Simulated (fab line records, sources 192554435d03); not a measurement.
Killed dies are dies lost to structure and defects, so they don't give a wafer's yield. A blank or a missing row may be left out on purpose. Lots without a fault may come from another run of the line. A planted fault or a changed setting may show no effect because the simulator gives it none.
Chamber matching | flow n5_finfet | N5_BEOL_M12_ILD_DEP_00 on pecvd-04: 3 sister chambers
The step deposits SiOC from DEMS/O2, target thk 658.92 nm, time 130.7 s. 16 wafers are shown with their chamber, then 8 later ones without.

WAFERS WITH THEIR CHAMBER
wafer  | chamber | throttle_valve_pct (%) | heater_power_w (W) | showerhead_plenum_p_Torr (Torr)
L078.1 | 1       | 12.2                   | 551                | 5.702
L078.3 | 0       | 12.0                   | 443                | 5.696
L078.4 | 0       | 12.1                   | 465                | 5.696
L080.1 | 1       | 12.4                   | 606                | 5.694
L080.2 | 2       | 11.7                   | 515                | 5.690
L080.5 | 1       | 12.3                   | 635                | 5.689
L081.1 | 0       | 11.8                   | 456                | 5.692
L081.3 | 2       | 11.9                   | 516                | 5.677
L081.4 | 1       | 12.2                   | 516                | 5.687
L084.3 | 0       | 12.1                   | 489                | 5.711
L084.5 | 2       | 11.7                   | 496                | 5.679
L084.6 | 0       | 12.0                   | 393                | 5.699
L087.3 | 2       | 11.9                   | 453                | 5.690
L087.4 | 0       | 12.0                   | 450                | 5.693
L087.6 | 1       | 12.0                   | 514                | 5.684
L089.2 | 0       | 12.0                   | 475                | 5.695

SIGNATURES (means of the wafers above)
reading                  | chamber 0 | chamber 1 | chamber 2 | scatter within a chamber
throttle_valve_pct       | 12.000    | 12.220    | 11.800    | 0.12
heater_power_w           | 453.00    | 564.40    | 495.00    | 39.2
showerhead_plenum_p_Torr | 5.69743   | 5.69120   | 5.68400   | 0.00674
Rule: a wafer's distance from a chamber is the root of the sum, over the readings, of the square of ((its reading less the chamber's mean) divided by the reading's scatter). The wafer belongs to the nearest chamber; if the next one is less than 2 further off, it can't be placed. The scatter: the root of (the sum of the squares of (reading less its chamber's mean) over the shown wafers, divided by (wafers less chambers)).

WAFERS WITHOUT THEIR CHAMBER
wafer  | throttle_valve_pct (%) | heater_power_w (W) | showerhead_plenum_p_Torr (Torr)
L089.4 | 11.8                   | 395                | 5.695
L089.5 | 11.9                   | 504                | 5.688
L097.1 | 12.0                   | 463                | 5.689
L097.2 | 12.0                   | 518                | 5.699
L097.6 | 12.1                   | 503                | 5.683
L079.1 | 12.1                   | 444                | 5.697
L079.2 | 12.0                   | 400                | 5.702
L079.6 | 12.1                   | 574                | 5.704

WHICH CHAMBER EACH WENT THROUGH
wafer  | from the rows above          | in truth
L089.4 | can't be placed: 0 or 2      | 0
L089.5 | can't be placed: 2 or 0      | 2
L097.1 | can't be placed: 0 or 2 or 1 | 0
L097.2 | can't be placed: 0 or 1 or 2 | 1
L097.6 | can't be placed: 1 or 2 or 0 | 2
L079.1 | 0                            | 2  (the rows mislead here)
L079.2 | 0                            | 0
L079.6 | can't be placed: 1 or 0      | 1
Placed correctly: 1 of 8. Can't be placed from these rows: 6 (the true chamber is among the candidates in 6). Placed wrongly: 1.
